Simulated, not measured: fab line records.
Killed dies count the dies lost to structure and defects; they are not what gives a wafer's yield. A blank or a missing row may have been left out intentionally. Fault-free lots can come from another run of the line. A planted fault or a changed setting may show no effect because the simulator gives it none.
fab line records + flow nand-harc
[record]
- lots = 14
- wafers = 40
- last-day = 34
route steps=1302 shown A_DECK1_JOINT@528 A_ONON_D2@548 END@1302
lots untouched by any fault: they come from a run of this same line in which no faults occurred
start-h: start of the lot's first displayed wafer, in hours after the record's first day + wait-h: how many hours have passed since the lot's step before this one + " identical to the entry in the row above + L1.1+2: a single row standing in for several wafers + - no value present, or no start provided + * or withheld: withheld + < > ~ a bound
route shown NAME@n: a module of which the file shows steps, and the number in the route of the first + usual: the fault-free wafers' mean and standard deviation + same: alike in all rows + chamber/n: place in a boat + sites: each site's reading + _std_site: the values' standard deviation + _edge_site: mean of outer sites minus mean of inner sites + radius-mm: for every site, how far away it sits from the centre of the wafer + mask NAME#n: copy n + behind: the most recent tool/chamber to have shaped the wafer + hold: what put the lot on hold/how long, in hours/how the hold closed + device: names the non-switching transistor (n, p or np) + end of line: the same wafers' tests at the end of the route + step lacking rows: just its recipe + killed: dies that structure and defects cost at the first sort, which is not the same as the wafer's yield + map: a wafer's dies, marking killed ones x, the rest . and places with no die _
set.NAME: the setting that was run; set.NAME@STEP: the one run at that earlier step + model.NAME: the simulator's own value behind a step, which no gauge read
route steps across a sampled set of lots; one table per step, one row per wafer
services: when a tool's chamber went out of use (start-h, in hours from the record's first day, below 0 if earlier), for how many hours, and the reason
[[steps]]
[step NHARC_A_DECK1_JOINT_THK_MEAS_14]
[recipe]
- thk-meas-gauge = ellipsometry
[usual]
- thk-nm = 50.8/1.4
| lot.wafer | tool          | chamber | start-h | wait-h | thk-nm |
|-----------|---------------|---------|---------|--------|--------|
| L108.1    | film-metro-02 | -       | 247.60  | 0.2    | 50.0   |
| L108.2    | "             | -       | "       | "      | 50.8   |
| L108.3    | "             | -       | "       | "      | 49.6   |
| L110.3    | film-metro-02 | -       | 263.11  | 0.2    | 50.2   |
| L110.5    | "             | -       | "       | "      | 49.7   |
| L110.6    | "             | -       | "       | "      | 50.9   |
| L111.1    | film-metro-01 | -       | 274.45  | 0.2    | 49.5   |
| L111.2    | "             | -       | "       | "      | 50.7   |
| L111.3    | "             | -       | "       | "      | 53.8   |
| L112.1    | film-metro-02 | -       | 289.75  | 0.2    | 51.7   |
| L112.4    | "             | -       | "       | "      | 51.3   |
| L112.5    | "             | -       | "       | "      | 50.5   |
| L114.1    | film-metro-01 | -       | 301.85  | 0.2    | 48.9   |
| L114.2    | "             | -       | "       | "      | 51.8   |
| L114.4    | "             | -       | "       | "      | 52.1   |
| L117.2    | film-metro-01 | -       | 352.93  | 0.2    | 51.3   |
| L117.4    | "             | -       | "       | "      | 49.2   |
| L117.5    | "             | -       | "       | "      | 50.5   |
| L120.5    | film-metro-01 | -       | 375.12  | 0.1    | 53.0   |
| L125.1    | film-metro-01 | -       | 419.49  | 0.2    | 51.7   |
| L125.3    | "             | -       | "       | "      | 51.4   |
| L125.4    | "             | -       | "       | "      | 51.3   |
| L126.1    | film-metro-02 | -       | 435.49  | 0.2    | 53.2   |
| L126.5    | "             | -       | "       | "      | 50.5   |
| L126.6    | "             | -       | "       | "      | 51.5   |
| L127.1    | film-metro-01 | -       | 439.65  | 0.2    | 52.6   |
| L127.3    | "             | -       | "       | "      | 50.4   |
| L127.5    | "             | -       | "       | "      | 52.2   |
| L128.3    | film-metro-01 | -       | 460.40  | 0.2    | 50.6   |
| L128.4    | "             | -       | "       | "      | 51.9   |
| L128.5    | "             | -       | "       | "      | 51.7   |
| L129.1    | film-metro-02 | -       | 465.78  | 0.2    | 51.4   |
| L129.4    | "             | -       | "       | "      | 51.6   |
| L129.5    | "             | -       | "       | "      | 51.5   |
| L130.3    | film-metro-01 | -       | 465.79  | 0.2    | 52.8   |
| L130.4    | "             | -       | "       | "      | 53.9   |
| L130.5    | "             | -       | "       | "      | 49.5   |
| L131.1    | film-metro-02 | -       | 475.59  | 0.2    | 49.5   |
| L131.4    | "             | -       | "       | "      | 51.4   |
| L131.5    | "             | -       | "       | "      | 49.5   |
[step NHARC_A_ONON_D2_THK_MEAS_05]
[recipe]
- thk-meas-gauge = ellipsometry
[usual]
- thk-nm = 998/8.4
| lot.wafer | tool          | chamber | start-h | wait-h | thk-nm |
|-----------|---------------|---------|---------|--------|--------|
| L108.1    | film-metro-02 | -       | 274.64  | -      | 1006   |
| L108.2    | "             | -       | "       | "      | 1005   |
| L108.3    | "             | -       | "       | "      | 1006   |
| L110.3    | film-metro-01 | -       | 284.86  | -      | 1010   |
| L110.5    | "             | -       | "       | "      | 1010   |
| L110.6    | "             | -       | "       | "      | 1012   |
| L111.1    | film-metro-02 | -       | 298.71  | -      | 995    |
| L111.2    | "             | -       | "       | "      | 996    |
| L111.3    | "             | -       | "       | "      | 996    |
| L112.1    | film-metro-01 | -       | 313.02  | -      | 997    |
| L112.4    | "             | -       | "       | "      | 996    |
| L112.5    | "             | -       | "       | "      | 996    |
| L114.1    | film-metro-02 | -       | 331.78  | -      | 996    |
| L114.2    | "             | -       | "       | "      | 996    |
| L114.4    | "             | -       | "       | "      | 995    |
| L117.2    | film-metro-01 | -       | 375.14  | -      | 999    |
| L117.4    | "             | -       | "       | "      | 998    |
| L117.5    | "             | -       | "       | "      | 998    |
| L120.5    | film-metro-02 | -       | 403.09  | -      | 992    |
| L125.1    | film-metro-01 | -       | 443.17  | -      | 992    |
| L125.3    | "             | -       | "       | "      | 992    |
| L125.4    | "             | -       | "       | "      | 991    |
| L126.1    | film-metro-02 | -       | 461.98  | -      | 975    |
| L126.5    | "             | -       | "       | "      | 975    |
| L126.6    | "             | -       | "       | "      | 977    |
| L127.1    | film-metro-01 | -       | 464.85  | -      | 995    |
| L127.3    | "             | -       | "       | "      | 996    |
| L127.5    | "             | -       | "       | "      | 995    |
| L128.3    | film-metro-01 | -       | 484.58  | -      | 996    |
| L128.4    | "             | -       | "       | "      | 997    |
| L128.5    | "             | -       | "       | "      | 994    |
| L130.3    | film-metro-02 | -       | 491.90  | -      | 1000   |
| L130.4    | "             | -       | "       | "      | 999    |
| L130.5    | "             | -       | "       | "      | 999    |
| L129.1    | film-metro-01 | -       | 491.96  | -      | 1000   |
| L129.4    | "             | -       | "       | "      | 1000   |
| L129.5    | "             | -       | "       | "      | 1001   |
| L131.1    | film-metro-01 | -       | 500.88  | -      | 987    |
| L131.4    | "             | -       | "       | "      | 988    |
| L131.5    | "             | -       | "       | "      | 988    |
[step NHARC_A_ONON_D2_DEP_06]
[recipe]
- target-thk-a = 10000
- n2-flow-sccm = 2750
- n2o-flow-sccm = 2000
- nh3-flow-sccm = 500
- sih4-flow-sccm = 210
- temp-c = 400
| lot.wafer  | tool          | chamber | start-h | wait-h |
|------------|---------------|---------|---------|--------|
| L108.1+2+3 | pecvd-onon-03 | 0       | 274.70  | 0.1    |
| L110.3+5+6 | pecvd-onon-04 | 0       | 285.03  | 0.2    |
| L111.1+2+3 | pecvd-onon-03 | 0       | 298.77  | 0.1    |
| L112.1+4+5 | pecvd-onon-03 | 0       | 313.07  | 0.1    |
| L114.1+2+4 | pecvd-onon-04 | 0       | 331.84  | 0.1    |
| L117.2+4+5 | pecvd-onon-04 | 0       | 375.25  | 0.1    |
| L120.5     | pecvd-onon-04 | 0       | 403.38  | 0.3    |
| L125.1+3+4 | pecvd-onon-01 | 0       | 443.23  | 0.1    |
| L126.1+5+6 | pecvd-onon-04 | 0       | 462.03  | 0.1    |
| L127.1+3+5 | pecvd-onon-01 | 0       | 464.91  | 0.1    |
| L128.3+4+5 | pecvd-onon-01 | 0       | 484.75  | 0.2    |
| L129.1+4+5 | pecvd-onon-03 | 0       | 492.01  | 0.1    |
| L130.3+4+5 | pecvd-onon-04 | 0       | 492.08  | 0.2    |
| L131.1+4+5 | pecvd-onon-01 | 0       | 500.93  | 0.1    |
[step NHARC_A_ONON_D2_THK_MEAS_08]
[recipe]
- thk-meas-gauge = ellipsometry
[usual]
- thk-nm = 1006/8.5
| lot.wafer | tool          | chamber | start-h | wait-h | hold                     | thk-nm |
|-----------|---------------|---------|---------|--------|--------------------------|--------|
| L108.1    | film-metro-02 | -       | 275.21  | -      | -                        | 1003   |
| L108.2    | "             | -       | "       | "      | -                        | 999    |
| L108.3    | "             | -       | "       | "      | -                        | 1001   |
| L110.3    | film-metro-02 | -       | 285.43  | -      | -                        | 1008   |
| L110.5    | "             | -       | "       | "      | -                        | 1008   |
| L110.6    | "             | -       | "       | "      | -                        | 1008   |
| L111.1    | film-metro-02 | -       | 299.27  | -      | -                        | 993    |
| L111.2    | "             | -       | "       | "      | -                        | 992    |
| L111.3    | "             | -       | "       | "      | -                        | 993    |
| L112.1    | film-metro-02 | -       | 313.58  | -      | -                        | 1001   |
| L112.4    | "             | -       | "       | "      | -                        | 998    |
| L112.5    | "             | -       | "       | "      | -                        | 1001   |
| L114.1    | film-metro-01 | -       | 332.35  | -      | -                        | 1017   |
| L114.2    | "             | -       | "       | "      | -                        | 1016   |
| L114.4    | "             | -       | "       | "      | -                        | 1017   |
| L117.2    | film-metro-01 | -       | 375.71  | -      | await-dispo/0.2h/release | 1146   |
| L117.4    | "             | -       | "       | "      | await-dispo/0.2h/release | 1146   |
| L117.5    | "             | -       | "       | "      | await-dispo/0.2h/release | 1147   |
| L117.2    | film-metro-01 | -       | 375.88  | 0.2    | -                        | 1147   |
| L117.4    | "             | -       | "       | "      | -                        | 1147   |
| L117.5    | "             | -       | "       | "      | -                        | 1148   |
| L120.5    | film-metro-01 | -       | 403.66  | -      | await-dispo/0.2h/release | 1148   |
| L120.5    | film-metro-01 | -       | 403.83  | 0.2    | -                        | 1148   |
| L125.1    | film-metro-01 | -       | 443.74  | -      | -                        | 1023   |
| L125.3    | "             | -       | "       | "      | -                        | 1022   |
| L125.4    | "             | -       | "       | "      | -                        | 1023   |
| L126.1    | film-metro-02 | -       | 462.54  | -      | -                        | 1009   |
| L126.5    | "             | -       | "       | "      | -                        | 1008   |
| L126.6    | "             | -       | "       | "      | -                        | 1009   |
| L127.1    | film-metro-02 | -       | 465.42  | -      | -                        | 1003   |
| L127.3    | "             | -       | "       | "      | -                        | 1002   |
| L127.5    | "             | -       | "       | "      | -                        | 1002   |
| L128.3    | film-metro-01 | -       | 485.14  | -      | -                        | 1000   |
| L128.4    | "             | -       | "       | "      | -                        | 1000   |
| L128.5    | "             | -       | "       | "      | -                        | 1000   |
| L130.3    | film-metro-01 | -       | 492.47  | -      | -                        | 989    |
| L130.4    | "             | -       | "       | "      | -                        | 988    |
| L130.5    | "             | -       | "       | "      | -                        | 988    |
| L129.1    | film-metro-01 | -       | 492.53  | -      | -                        | 998    |
| L129.4    | "             | -       | "       | "      | -                        | 997    |
| L129.5    | "             | -       | "       | "      | -                        | 998    |
| L131.1    | film-metro-02 | -       | 501.44  | -      | -                        | 1002   |
| L131.4    | "             | -       | "       | "      | -                        | 999    |
| L131.5    | "             | -       | "       | "      | -                        | 1001   |
[step NHARC_A_ONON_D2_DEP_33]
[recipe]
- target-thk-a = 2000
- temp-c = 400
- pressure-torr = 6.5
- rf-w = 900
- teos-flow-sccm = 161.4
- flow-sccm = 2650
- target-thk-nm = 200
- gas = O2
- material = SiO2
[usual]
- heater-power-w = 598/100
- throttle-valve-pct = 15.9/0.47
| lot.wafer | tool     | chamber | start-h | wait-h | heater-power-w | since-wet-clean-h | throttle-valve-pct |
|-----------|----------|---------|---------|--------|----------------|-------------------|--------------------|
| L108.3    | pecvd-02 | 1       | 286.96  | 0.1    | 679            | 47                | 16.5               |
| L108.1    | "        | 2       | "       | "      | 371            | 47                | 15.5               |
| L108.2    | "        | 0       | "       | "      | 641            | 47                | 16.4               |
| L110.3    | pecvd-04 | 1       | 296.63  | 0.1    | 711            | 15                | 15.2               |
| L110.5    | "        | 1       | "       | "      | 728            | -                 | 15.2               |
| L110.6    | "        | 2       | "       | "      | 626            | -                 | 16.3               |
| L111.1    | pecvd-01 | 1       | 310.06  | 0.1    | 480            | 167               | 15.5               |
| L111.3    | "        | 2       | "       | "      | 600            | 167               | 15.7               |
| L111.2    | "        | 0       | "       | "      | 612            | 167               | 16.2               |
| L112.1    | pecvd-04 | 2       | 327.53  | 0.1    | 679            | 45                | 16.6               |
| L112.4    | "        | 1       | "       | "      | 688            | -                 | 15.3               |
| L112.5    | "        | 2       | "       | "      | 544            | -                 | 16.2               |
| L114.1    | pecvd-02 | 2       | 346.27  | 0.1    | 430            | 106               | 15.5               |
| L114.2    | "        | 0       | "       | "      | 702            | 106               | 16.6               |
| L114.4    | "        | 0       | "       | "      | 694            | -                 | 16.2               |
| L117.2    | pecvd-04 | 0       | 386.95  | 0.2    | 493            | 105               | 15.9               |
| L117.4    | "        | 1       | "       | "      | 716            | -                 | 15.4               |
| L117.5    | "        | 2       | "       | "      | 698            | -                 | 16.5               |
| L120.5    | pecvd-04 | 2       | 415.64  | 0.4    | 548            | -                 | 16.3               |
| L125.1    | pecvd-01 | 0       | 454.95  | 0.1    | 605            | 131               | 16.0               |
| L125.3    | "        | 1       | "       | "      | 603            | 131               | 15.7               |
| L125.4    | "        | 1       | "       | "      | 607            | -                 | 15.5               |
| L127.3    | pecvd-01 | 1       | 474.01  | 0.1    | 574            | 150               | 15.9               |
| L127.1    | "        | 0       | "       | "      | 632            | 150               | 15.8               |
| L127.5    | "        | 1       | "       | "      | 573            | -                 | 16.0               |
| L126.1    | pecvd-02 | 2       | 474.12  | 0.1    | 374            | 53                | 15.7               |
| L126.6    | "        | 0       | "       | "      | 704            | -                 | 15.8               |
| L126.5    | "        | 2       | "       | "      | 395            | -                 | 15.8               |
| L128.3    | pecvd-02 | 1       | 496.37  | 0.1    | 592            | 75                | 17.0               |
| L128.5    | "        | 2       | "       | "      | 492            | -                 | 15.5               |
| L128.4    | "        | 0       | "       | "      | 711            | -                 | 16.1               |
| L130.3    | pecvd-02 | 0       | 507.66  | 0.1    | 551            | 87                | 16.1               |
| L130.5    | "        | 0       | "       | "      | 559            | -                 | 15.7               |
| L130.4    | "        | 2       | "       | "      | 399            | -                 | 15.8               |
| L129.1    | pecvd-01 | 0       | 507.74  | 0.1    | 485            | 3                 | 15.7               |
| L129.5    | "        | 1       | "       | "      | 666            | -                 | 15.5               |
| L129.4    | "        | 0       | "       | "      | 488            | -                 | 15.5               |
| L131.1    | pecvd-04 | 2       | 515.66  | 0.1    | 621            | 53                | 16.8               |
| L131.4    | "        | 2       | "       | "      | 628            | -                 | 16.5               |
| L131.5    | "        | 0       | "       | "      | 520            | -                 | 15.9               |
[step NHARC_END_SORT_01]
[recipe]
- temp-c = 25
[usual]
- killed-at-array = 52/17
- killed-at-other = 0.8/1.1
- killed-at-periphery = 3.2/2.2
- killed-dies = 57/17
- killed-open = 3.4/1.8
- killed-short = 2.4/1.6
[same]
- gross-dies = 677
| lot.wafer | tool      | chamber | start-h | wait-h | killed-at-array | killed-at-other | killed-at-periphery | killed-dies | killed-open | killed-short |
|-----------|-----------|---------|---------|--------|-----------------|-----------------|---------------------|-------------|-------------|--------------|
| L117.2    | prober-01 | 0       | 656.51  | 2.8    | 72              | 1               | 0                   | 73          | 2           | 0            |
| L117.4    | prober-01 | 0       | 658.11  | 3.4    | 76              | 1               | 2                   | 79          | 4           | 2            |
| L117.5    | prober-01 | 0       | 658.90  | 3.7    | 72              | 2               | 1                   | 75          | 6           | 2            |
| L120.5    | prober-02 | 0       | 691.18  | 3.7    | 48              | 0               | 3                   | 51          | 3           | 2            |
| L125.1    | prober-01 | 0       | 742.24  | 2.5    | 62              | 0               | 4                   | 66          | 3           | 1            |
| L125.3    | prober-01 | 0       | 743.83  | 3.1    | 64              | 0               | 3                   | 67          | 6           | 1            |
| L125.4    | prober-01 | 0       | 744.63  | 3.4    | 64              | 1               | 7                   | 72          | 4           | 2            |
// killed by level:class
L117.2 A_CHANNEL_HOLE_D1:chamber-film-flake=35 A_SLIT:chamber-film-flake=22 A_ZERO_WELL:chamber-film-flake=4 A_CONTACT:chamber-film-flake=3 A_STAIRCASE:chamber-film-flake=3 A_ONON_D2:geometric-particle:open=2 A_CHANNEL_FILL_D2:chamber-film-flake=2 A_DECK1_JOINT:chamber-film-flake=1
L117.4 A_SLIT:chamber-film-flake=32 A_CHANNEL_HOLE_D1:chamber-film-flake=22 A_ZERO_WELL:chamber-film-flake=4 A_CHANNEL_FILL_D2:chamber-film-flake=4 A_CONTACT:chamber-film-flake=3 A_DECK1_JOINT:chamber-film-flake=2 P_GATE:geometric-particle:open=1 A_ONON_D1:geometric-particle:open=1
L117.5 A_SLIT:chamber-film-flake=29 A_CHANNEL_HOLE_D1:chamber-film-flake=27 A_ZERO_WELL:chamber-film-flake=4 A_CHANNEL_FILL_D1:geometric-particle:open=2 THIN_TSV:chamber-film-flake=2 A_STAIRCASE:chamber-film-flake=2 P_M0:geometric-particle:open=1 A_ONON_D1:geometric-particle:short=1
L120.5 A_SLIT:chamber-film-flake=18 A_CHANNEL_HOLE_D2:chamber-film-flake=7 A_CHANNEL_HOLE_D1:chamber-film-flake=5 A_STAIRCASE:chamber-film-flake=5 A_CONTACT:chamber-film-flake=3 P_GATE:chamber-film-flake=2 A_ONON_D1:geometric-particle:short=1 A_CHANNEL_HOLE_D2:geometric-particle:open=1
L125.1 A_CHANNEL_HOLE_D1:chamber-film-flake=25 A_CHANNEL_HOLE_D2:chamber-film-flake=21 A_SLIT:chamber-film-flake=7 P_ZERO_WELL:chamber-film-flake=3 A_STAIRCASE:chamber-film-flake=3 A_CHANNEL_HOLE_D2:geometric-particle:open=2 A_CONTACT:chamber-film-flake=2 P_CONTACT:geometric-particle:short=1
L125.3 A_CHANNEL_HOLE_D1:chamber-film-flake=29 A_CHANNEL_HOLE_D2:chamber-film-flake=23 A_SLIT:chamber-film-flake=2 A_CONTACT:chamber-film-flake=2 P_CONTACT:geometric-particle:open=1 A_ONON_D1:geometric-particle:open=1 A_DECK1_JOINT:geometric-particle:open=1 A_CHANNEL_FILL_D2:geometric-particle:open=1
L125.4 A_CHANNEL_HOLE_D1:chamber-film-flake=28 A_CHANNEL_HOLE_D2:chamber-film-flake=19 A_CONTACT:chamber-film-flake=8 P_M1:chamber-film-flake=3 A_SLIT:chamber-film-flake=3 P_GATE:chamber-film-flake=2 P_GATE:geometric-particle:open=1 P_M0:geometric-particle:open=1
[[services]]
| tool          | chamber | start-h | hours | kind       |
|---------------|---------|---------|-------|------------|
| pecvd-04      | -       | 254.61  | 0.5   | repair     |
| pecvd-04      | 2       | 260.98  | 13.0  | repair     |
| pecvd-04      | -       | 269.11  | 13.0  | pm         |
| pecvd-04      | 0       | 269.11  | 13.0  | vent-cycle |
| pecvd-04      | 1       | 269.11  | 13.0  | vent-cycle |
| pecvd-onon-01 | -       | 269.31  | 13.0  | pm         |
| pecvd-04      | 0       | 282.11  | -     | clean      |
| pecvd-01      | -       | 311.00  | 13.0  | pm         |
| pecvd-onon-04 | -       | 311.04  | 13.0  | pm         |
| pecvd-02      | -       | 341.51  | 0.5   | repair     |
| pecvd-04      | -       | 359.34  | 0.5   | repair     |
| pecvd-02      | 0       | 391.83  | 6.5   | repair     |
| pecvd-02      | -       | 408.16  | 13.0  | pm         |
| pecvd-02      | 0       | 408.16  | 13.6  | vent-cycle |
| pecvd-02      | 1       | 408.16  | 13.0  | vent-cycle |
| pecvd-02      | 2       | 408.16  | 13.0  | vent-cycle |
| pecvd-onon-03 | -       | 408.25  | 13.0  | pm         |
| pecvd-02      | 1       | 421.16  | -     | clean      |
| pecvd-02      | 2       | 421.16  | -     | clean      |
| pecvd-04      | -       | 450.11  | 13.0  | pm         |
| pecvd-onon-01 | -       | 450.31  | 13.0  | pm         |
| pecvd-01      | -       | 492.00  | 13.0  | pm         |
| pecvd-onon-04 | -       | 492.31  | 13.0  | pm         |
| pecvd-onon-03 | -       | 512.01  | 2.1   | repair     |
[[key]]
[first-sign]
- step = NHARC_A_ONON_D2_THK_MEAS_08
- reading = visit
- direction = added
[effect]
- step = NHARC_A_ONON_D2_THK_MEAS_08
- reading = thk-nm
- direction = up
- sigmas = 17
- usual = 1006
- struck = 1147
met-at NHARC_A_ONON_D2_DEP_06
struck-lots L117,L120
struck-wafers L117.2,L117.4,L117.5,L120.5
tester-left-out L117,L120
not-acting-at NHARC_A_DECK1_JOINT_THK_MEAS_14,NHARC_A_ONON_D2_THK_MEAS_05,NHARC_A_ONON_D2_DEP_33
onset-between 331.84 375.25
[fault]
- kind = process-parameter-drift
- tool = pecvd-onon-04
- chamber = -
- onset-h = 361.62
- steps = NHARC_A_ONON_D2_DEP_06
- channel = target-thk-a
- offset = *
- shape = step
- end-h = 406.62
- scope = struck-wafers-only
- acts-in = *
- stated = *
// tester-left-out: of these lots the tester's yield and bins aren't shown, on N5 and GAA mostly nor the transistor test; their killed dies are dies lost to structure and defects alone, not to doping, threshold or leakage, so they don't give the yield
